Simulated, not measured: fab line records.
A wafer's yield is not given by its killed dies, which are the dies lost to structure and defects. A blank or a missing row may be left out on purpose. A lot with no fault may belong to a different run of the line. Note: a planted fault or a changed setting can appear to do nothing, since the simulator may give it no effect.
A sampling plan put to the test || flow nandHarc || 28 faults told of in these records, all on one fab line, each judged by the records of the lots it struck
The line's own looks make up the plan; these are the steps of the route where a gauge or inspection reads the wafer and leaves it unchanged. A look is open to judgement when struck wafers have a number at it and the file gives its usual mean and standard deviation on fault-free wafers. Caught: 4 or more of those standard deviations (sigma) separate the usual mean from the mean of the struck wafers at a look after the fault's first step. On the tool: the fault's steps, tested the same way using the tool's own readings. It also counts as caught if the struck wafers ran another recipe or if their record alone is blank.

== THE FAULTS, as the simulator had put them in ==
1. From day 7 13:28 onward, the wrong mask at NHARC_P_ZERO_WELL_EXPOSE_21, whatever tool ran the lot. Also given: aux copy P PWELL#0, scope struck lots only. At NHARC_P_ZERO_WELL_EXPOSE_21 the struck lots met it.
2. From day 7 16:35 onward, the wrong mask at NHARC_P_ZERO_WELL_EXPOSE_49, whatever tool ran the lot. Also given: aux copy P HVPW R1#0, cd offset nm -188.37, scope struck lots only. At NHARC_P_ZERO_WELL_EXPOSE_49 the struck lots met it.
3. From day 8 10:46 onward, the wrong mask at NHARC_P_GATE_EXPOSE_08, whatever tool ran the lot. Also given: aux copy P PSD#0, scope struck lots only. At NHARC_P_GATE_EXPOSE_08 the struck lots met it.
4. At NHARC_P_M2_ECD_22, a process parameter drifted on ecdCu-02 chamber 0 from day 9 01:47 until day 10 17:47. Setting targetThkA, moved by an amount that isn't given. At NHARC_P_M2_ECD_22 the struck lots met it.
5. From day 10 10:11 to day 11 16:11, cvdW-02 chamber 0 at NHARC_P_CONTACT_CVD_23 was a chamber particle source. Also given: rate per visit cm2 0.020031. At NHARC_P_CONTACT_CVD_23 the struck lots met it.
6. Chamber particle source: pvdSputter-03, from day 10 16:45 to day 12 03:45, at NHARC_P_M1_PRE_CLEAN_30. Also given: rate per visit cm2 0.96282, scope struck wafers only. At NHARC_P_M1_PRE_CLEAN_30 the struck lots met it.
7. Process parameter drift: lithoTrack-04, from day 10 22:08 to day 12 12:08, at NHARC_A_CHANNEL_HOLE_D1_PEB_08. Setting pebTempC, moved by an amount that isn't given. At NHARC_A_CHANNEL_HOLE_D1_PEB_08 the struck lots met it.
8. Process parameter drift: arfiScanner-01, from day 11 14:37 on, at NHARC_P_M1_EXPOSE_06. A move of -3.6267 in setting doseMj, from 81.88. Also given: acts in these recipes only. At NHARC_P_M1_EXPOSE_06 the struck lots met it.
9. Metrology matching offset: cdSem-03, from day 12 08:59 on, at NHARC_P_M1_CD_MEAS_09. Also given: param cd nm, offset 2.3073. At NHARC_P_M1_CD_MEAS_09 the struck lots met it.
10. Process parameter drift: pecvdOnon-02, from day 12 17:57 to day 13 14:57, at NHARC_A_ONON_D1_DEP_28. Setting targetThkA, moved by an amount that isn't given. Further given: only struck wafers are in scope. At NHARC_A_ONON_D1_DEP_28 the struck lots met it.
11. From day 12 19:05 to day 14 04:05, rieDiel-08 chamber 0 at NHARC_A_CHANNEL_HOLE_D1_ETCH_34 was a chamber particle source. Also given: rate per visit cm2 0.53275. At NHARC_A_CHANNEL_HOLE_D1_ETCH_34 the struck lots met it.
12. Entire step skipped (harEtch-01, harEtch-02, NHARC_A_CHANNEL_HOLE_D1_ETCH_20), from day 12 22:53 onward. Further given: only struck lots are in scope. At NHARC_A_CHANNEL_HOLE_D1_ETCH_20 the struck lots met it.
13. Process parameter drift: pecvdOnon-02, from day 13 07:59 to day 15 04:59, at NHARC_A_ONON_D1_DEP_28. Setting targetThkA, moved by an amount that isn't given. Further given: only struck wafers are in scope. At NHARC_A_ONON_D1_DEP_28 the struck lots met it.
14. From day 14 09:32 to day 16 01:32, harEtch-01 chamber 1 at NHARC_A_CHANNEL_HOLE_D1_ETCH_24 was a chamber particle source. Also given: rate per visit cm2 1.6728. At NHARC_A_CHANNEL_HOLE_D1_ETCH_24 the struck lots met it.
15. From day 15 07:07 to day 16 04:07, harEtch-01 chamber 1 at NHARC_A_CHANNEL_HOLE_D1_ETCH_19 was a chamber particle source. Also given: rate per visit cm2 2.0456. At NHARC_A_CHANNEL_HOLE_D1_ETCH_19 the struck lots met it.
16. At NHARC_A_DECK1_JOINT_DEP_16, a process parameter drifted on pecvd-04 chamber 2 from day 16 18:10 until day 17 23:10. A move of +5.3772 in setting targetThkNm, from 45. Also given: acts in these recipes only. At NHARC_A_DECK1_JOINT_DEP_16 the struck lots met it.
17. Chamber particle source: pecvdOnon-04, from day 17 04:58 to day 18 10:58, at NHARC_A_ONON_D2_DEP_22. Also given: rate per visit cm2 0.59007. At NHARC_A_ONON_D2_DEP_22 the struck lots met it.
18. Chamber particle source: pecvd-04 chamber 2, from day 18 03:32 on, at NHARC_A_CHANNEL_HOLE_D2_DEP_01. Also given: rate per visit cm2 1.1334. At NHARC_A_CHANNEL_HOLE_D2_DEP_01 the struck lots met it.
19. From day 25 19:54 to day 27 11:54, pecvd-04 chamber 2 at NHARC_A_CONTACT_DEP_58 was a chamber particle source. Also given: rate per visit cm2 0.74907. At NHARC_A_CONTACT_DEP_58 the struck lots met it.
20. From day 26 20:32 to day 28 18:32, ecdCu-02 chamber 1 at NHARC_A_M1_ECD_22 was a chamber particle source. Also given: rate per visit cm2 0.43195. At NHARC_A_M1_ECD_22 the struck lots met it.
21. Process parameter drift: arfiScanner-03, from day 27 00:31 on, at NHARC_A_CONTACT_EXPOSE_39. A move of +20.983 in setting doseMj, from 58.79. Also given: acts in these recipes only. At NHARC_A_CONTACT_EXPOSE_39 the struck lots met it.
22. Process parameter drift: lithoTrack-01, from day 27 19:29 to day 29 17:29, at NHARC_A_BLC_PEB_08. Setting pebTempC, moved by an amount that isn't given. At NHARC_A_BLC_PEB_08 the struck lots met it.
23. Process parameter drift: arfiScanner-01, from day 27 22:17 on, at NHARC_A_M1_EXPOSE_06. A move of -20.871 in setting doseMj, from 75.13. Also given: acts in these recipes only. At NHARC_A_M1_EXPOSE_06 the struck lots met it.
24. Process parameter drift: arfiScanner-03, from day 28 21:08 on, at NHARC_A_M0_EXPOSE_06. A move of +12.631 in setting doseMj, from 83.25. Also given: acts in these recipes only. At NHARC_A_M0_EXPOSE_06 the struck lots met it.
25. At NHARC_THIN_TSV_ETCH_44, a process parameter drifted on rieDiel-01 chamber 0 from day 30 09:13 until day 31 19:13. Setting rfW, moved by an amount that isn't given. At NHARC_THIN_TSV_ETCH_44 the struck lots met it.
26. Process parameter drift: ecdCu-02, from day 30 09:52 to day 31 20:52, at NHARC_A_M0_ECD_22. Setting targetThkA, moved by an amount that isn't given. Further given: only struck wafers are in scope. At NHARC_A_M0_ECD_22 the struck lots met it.
27. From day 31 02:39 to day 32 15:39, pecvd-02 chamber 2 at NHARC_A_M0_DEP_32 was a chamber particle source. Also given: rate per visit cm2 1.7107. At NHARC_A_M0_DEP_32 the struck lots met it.
28. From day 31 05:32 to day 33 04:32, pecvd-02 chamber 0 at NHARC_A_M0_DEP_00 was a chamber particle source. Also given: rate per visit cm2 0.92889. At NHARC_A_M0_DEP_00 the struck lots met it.

== WHAT THE PLAN SAW ==
{"fault": 1, "on the tool itself": "no reading that can be judged", "first look that catches it": "no look after it can be judged", "reading, sigma": "-", "median hours from its first step to that look": "-", "hours from the fault's start to the first struck lot there": "-", "judged looks passed uncaught": 0}
{"fault": 2, "on the tool itself": "under 2 sigma", "first look that catches it": "NHARC_P_ZERO_WELL_CD_MEAS_52", "reading, sigma": "cdNm -99 or beyond", "median hours from its first step to that look": 0.1, "hours from the fault's start to the first struck lot there": 5, "judged looks passed uncaught": 0}
{"fault": 3, "on the tool itself": "no reading that can be judged", "first look that catches it": "not the one look that can be judged after it", "reading, sigma": "-", "median hours from its first step to that look": "-", "hours from the fault's start to the first struck lot there": "-", "judged looks passed uncaught": 1}
{"fault": 4, "on the tool itself": "no reading that can be judged", "first look that catches it": "no look after it can be judged", "reading, sigma": "-", "median hours from its first step to that look": "-", "hours from the fault's start to the first struck lot there": "-", "judged looks passed uncaught": 0}
{"fault": 5, "on the tool itself": "under 2 sigma", "first look that catches it": "NHARC_END_SORT_01", "reading, sigma": "killedAtPeriphery +5.2", "median hours from its first step to that look": 457.7, "hours from the fault's start to the first struck lot there": 465, "judged looks passed uncaught": 0}
{"fault": 6, "on the tool itself": "under 2 sigma", "first look that catches it": "NHARC_END_SORT_01", "reading, sigma": "killedAtPeriphery +39", "median hours from its first step to that look": 448.5, "hours from the fault's start to the first struck lot there": 458, "judged looks passed uncaught": 0}
{"fault": 7, "on the tool itself": "plateTempC -9.7 sigma", "first look that catches it": "NHARC_A_CHANNEL_HOLE_D1_CD_MEAS_10", "reading, sigma": "cdNm -8.4", "median hours from its first step to that look": 0.1, "hours from the fault's start to the first struck lot there": 9, "judged looks passed uncaught": 0}
{"fault": 8, "on the tool itself": "exposureDoseMJCm2 -41 sigma", "first look that catches it": "NHARC_P_M1_CD_MEAS_09", "reading, sigma": "cdNm -5.1", "median hours from its first step to that look": 0.1, "hours from the fault's start to the first struck lot there": 8, "judged looks passed uncaught": 0}
{"fault": 9, "on the tool itself": "cdNm +4.2 sigma", "first look that catches it": "none of the 6 looks that can be judged after it", "reading, sigma": "-", "median hours from its first step to that look": "-", "hours from the fault's start to the first struck lot there": "-", "judged looks passed uncaught": 6}
{"fault": 10, "on the tool itself": "no reading that can be judged", "first look that catches it": "NHARC_A_ONON_D1_THK_MEAS_30", "reading, sigma": "thkNm -49", "median hours from its first step to that look": 0.5, "hours from the fault's start to the first struck lot there": 13, "judged looks passed uncaught": 0}
{"fault": 11, "on the tool itself": "under 2 sigma", "first look that catches it": "NHARC_A_CHANNEL_HOLE_D1_INSPECT_40", "reading, sigma": "rawDefectCount +14", "median hours from its first step to that look": 6.4, "hours from the fault's start to the first struck lot there": 24, "judged looks passed uncaught": 0}
{"fault": 12, "on the tool itself": "the tool's record is blank for the struck wafers", "first look that catches it": "NHARC_A_CHANNEL_HOLE_D1_CD_MEAS_30", "reading, sigma": "cdNm -68", "median hours from its first step to that look": 5.4, "hours from the fault's start to the first struck lot there": 12, "judged looks passed uncaught": 0}
{"fault": 13, "on the tool itself": "under 2 sigma", "first look that catches it": "none of the 2 looks that can be judged after it", "reading, sigma": "strongest: thkNm at NHARC_A_ONON_D1_THK_MEAS_30, +3.7", "median hours from its first step to that look": "-", "hours from the fault's start to the first struck lot there": "-", "judged looks passed uncaught": 2}
{"fault": 14, "on the tool itself": "under 2 sigma", "first look that catches it": "NHARC_A_CHANNEL_HOLE_D1_INSPECT_40", "reading, sigma": "rawDefectCount +47", "median hours from its first step to that look": 3.6, "hours from the fault's start to the first struck lot there": 33, "judged looks passed uncaught": 0}
{"fault": 15, "on the tool itself": "under 2 sigma", "first look that catches it": "NHARC_A_CHANNEL_HOLE_D1_INSPECT_40", "reading, sigma": "rawDefectCount +57", "median hours from its first step to that look": 5.7, "hours from the fault's start to the first struck lot there": 11, "judged looks passed uncaught": 0}
{"fault": 16, "on the tool itself": "under 2 sigma", "first look that catches it": "none of the 3 looks that can be judged after it", "reading, sigma": "-", "median hours from its first step to that look": "-", "hours from the fault's start to the first struck lot there": "-", "judged looks passed uncaught": 3}
{"fault": 17, "on the tool itself": "no reading that can be judged", "first look that catches it": "not the one look that can be judged after it", "reading, sigma": "strongest: killedDies at NHARC_END_SORT_01, +3.5", "median hours from its first step to that look": "-", "hours from the fault's start to the first struck lot there": "-", "judged looks passed uncaught": 1}
{"fault": 18, "on the tool itself": "under 2 sigma", "first look that catches it": "NHARC_A_CHANNEL_HOLE_D2_INSPECT_12", "reading, sigma": "rawDefectCount +34", "median hours from its first step to that look": 0.8, "hours from the fault's start to the first struck lot there": 1, "judged looks passed uncaught": 2}
{"fault": 19, "on the tool itself": "under 2 sigma", "first look that catches it": "NHARC_A_CONTACT_INSPECT_71", "reading, sigma": "rawDefectCount +13", "median hours from its first step to that look": 0.8, "hours from the fault's start to the first struck lot there": 4, "judged looks passed uncaught": 0}
{"fault": 20, "on the tool itself": "no reading that can be judged", "first look that catches it": "NHARC_END_SORT_01", "reading, sigma": "killedDies +11", "median hours from its first step to that look": 34.6, "hours from the fault's start to the first struck lot there": 42, "judged looks passed uncaught": 1}
{"fault": 21, "on the tool itself": "exposureDoseMJCm2 +99 or beyond sigma", "first look that catches it": "NHARC_A_CONTACT_CD_MEAS_42", "reading, sigma": "cdNm +25", "median hours from its first step to that look": 0.1, "hours from the fault's start to the first struck lot there": 12, "judged looks passed uncaught": 0}
{"fault": 22, "on the tool itself": "plateTempC -60 sigma", "first look that catches it": "NHARC_A_BLC_CD_MEAS_10", "reading, sigma": "cdNm -57", "median hours from its first step to that look": 0.1, "hours from the fault's start to the first struck lot there": 4, "judged looks passed uncaught": 0}
{"fault": 23, "on the tool itself": "exposureDoseMJCm2 -99 or beyond sigma", "first look that catches it": "NHARC_A_M1_CD_MEAS_09", "reading, sigma": "cdNm -28", "median hours from its first step to that look": 0.1, "hours from the fault's start to the first struck lot there": 24, "judged looks passed uncaught": 0}
{"fault": 24, "on the tool itself": "exposureDoseMJCm2 +99 or beyond sigma", "first look that catches it": "NHARC_A_M0_CD_MEAS_09", "reading, sigma": "cdNm +13", "median hours from its first step to that look": 0.1, "hours from the fault's start to the first struck lot there": 3, "judged looks passed uncaught": 0}
{"fault": 25, "on the tool itself": "rfFwdPowerW +99 or beyond sigma", "first look that catches it": "not the one look that can be judged after it", "reading, sigma": "strongest: cdNm at NHARC_THIN_TSV_CD_MEAS_16, -3.7", "median hours from its first step to that look": "-", "hours from the fault's start to the first struck lot there": "-", "judged looks passed uncaught": 1}
{"fault": 26, "on the tool itself": "no reading that can be judged", "first look that catches it": "no look after it can be judged", "reading, sigma": "-", "median hours from its first step to that look": "-", "hours from the fault's start to the first struck lot there": "-", "judged looks passed uncaught": 0}
{"fault": 27, "on the tool itself": "under 2 sigma", "first look that catches it": "NHARC_A_M1_INSPECT_11", "reading, sigma": "rawDefectCount +29", "median hours from its first step to that look": 1.3, "hours from the fault's start to the first struck lot there": 6, "judged looks passed uncaught": 0}
{"fault": 28, "on the tool itself": "no reading that can be judged", "first look that catches it": "NHARC_A_M0_INSPECT_11", "reading, sigma": "rawDefectCount +16", "median hours from its first step to that look": 0.8, "hours from the fault's start to the first struck lot there": 5, "judged looks passed uncaught": 0}
Dash: fault not caught, or number not given in these records.

Caught at a look: 19 of 28. Caught on the tool: 9 of 28. By one or the other: 21 of 28.
Caught on the tool alone: faults 9, 25.
Caught at a look alone: faults 2, 5, 6, 10, 11, 14, 15, 18, 19, 20, 27, 28.
Caught by neither: faults 1, 3, 4, 13, 16, 17, 26.

== THINNER SAMPLING ==
Were the look that catches a fault to measure just every second or every third lot (counted by lot number), the first struck lot would, at worst, be measured this late:
{"fault": 2, "struck lots at that look, in order of time": "L951", "every lot": "5 h", "every second lot": "may miss it", "every third lot": "may miss it"}
{"fault": 5, "struck lots at that look, in order of time": "L305", "every lot": "465 h", "every second lot": "may miss it", "every third lot": "may miss it"}
{"fault": 6, "struck lots at that look, in order of time": "L498", "every lot": "458 h", "every second lot": "may miss it", "every third lot": "may miss it"}
{"fault": 7, "struck lots at that look, in order of time": "L501, L503", "every lot": "9 h", "every second lot": "may miss all 2", "every third lot": "may miss all 2"}
{"fault": 8, "struck lots at that look, in order of time": "L590, L595", "every lot": "8 h", "every second lot": "59 h", "every third lot": "may miss all 2"}
{"fault": 10, "struck lots at that look, in order of time": "L973", "every lot": "13 h", "every second lot": "may miss it", "every third lot": "may miss it"}
{"fault": 11, "struck lots at that look, in order of time": "L553", "every lot": "24 h", "every second lot": "may miss it", "every third lot": "may miss it"}
{"fault": 12, "struck lots at that look, in order of time": "L882, L883, L884", "every lot": "12 h", "every second lot": "20 h", "every third lot": "22 h"}
{"fault": 14, "struck lots at that look, in order of time": "L167, L169", "every lot": "33 h", "every second lot": "may miss all 2", "every third lot": "may miss all 2"}
{"fault": 15, "struck lots at that look, in order of time": "L621, L623", "every lot": "11 h", "every second lot": "may miss all 2", "every third lot": "may miss all 2"}
{"fault": 18, "struck lots at that look, in order of time": "L257, L259", "every lot": "1 h", "every second lot": "may miss all 2", "every third lot": "may miss all 2"}
{"fault": 19, "struck lots at that look, in order of time": "L300, L304, L302", "every lot": "4 h", "every second lot": "may miss all 3", "every third lot": "33 h"}
{"fault": 20, "struck lots at that look, in order of time": "L656, L657, L660", "every lot": "42 h", "every second lot": "59 h", "every third lot": "may miss all 3"}
{"fault": 21, "struck lots at that look, in order of time": "L216, L220", "every lot": "12 h", "every second lot": "may miss all 2", "every third lot": "may miss all 2"}
{"fault": 22, "struck lots at that look, in order of time": "L854, L856", "every lot": "4 h", "every second lot": "may miss all 2", "every third lot": "may miss all 2"}
{"fault": 23, "struck lots at that look, in order of time": "L552, L553", "every lot": "24 h", "every second lot": "30 h", "every third lot": "may miss all 2"}
{"fault": 24, "struck lots at that look, in order of time": "L123, L124, L126", "every lot": "3 h", "every second lot": "24 h", "every third lot": "may miss all 3"}
{"fault": 27, "struck lots at that look, in order of time": "L144", "every lot": "6 h", "every second lot": "may miss it", "every third lot": "may miss it"}
{"fault": 28, "struck lots at that look, in order of time": "L927", "every lot": "5 h", "every second lot": "may miss it", "every third lot": "may miss it"}
Hours: fault start to first struck lot measured. Since the struck wafers were tested as one group against 4 sigma, a single lot by itself may lie under the limit. Other struck lots may not be in these records.

== THE LONGEST TIMED WAY FROM STEP TO LOOK ==
Fault 5: a median of 457.7 hours passes between NHARC_P_CONTACT_CVD_23 and NHARC_END_SORT_01. No look between them can be judged.
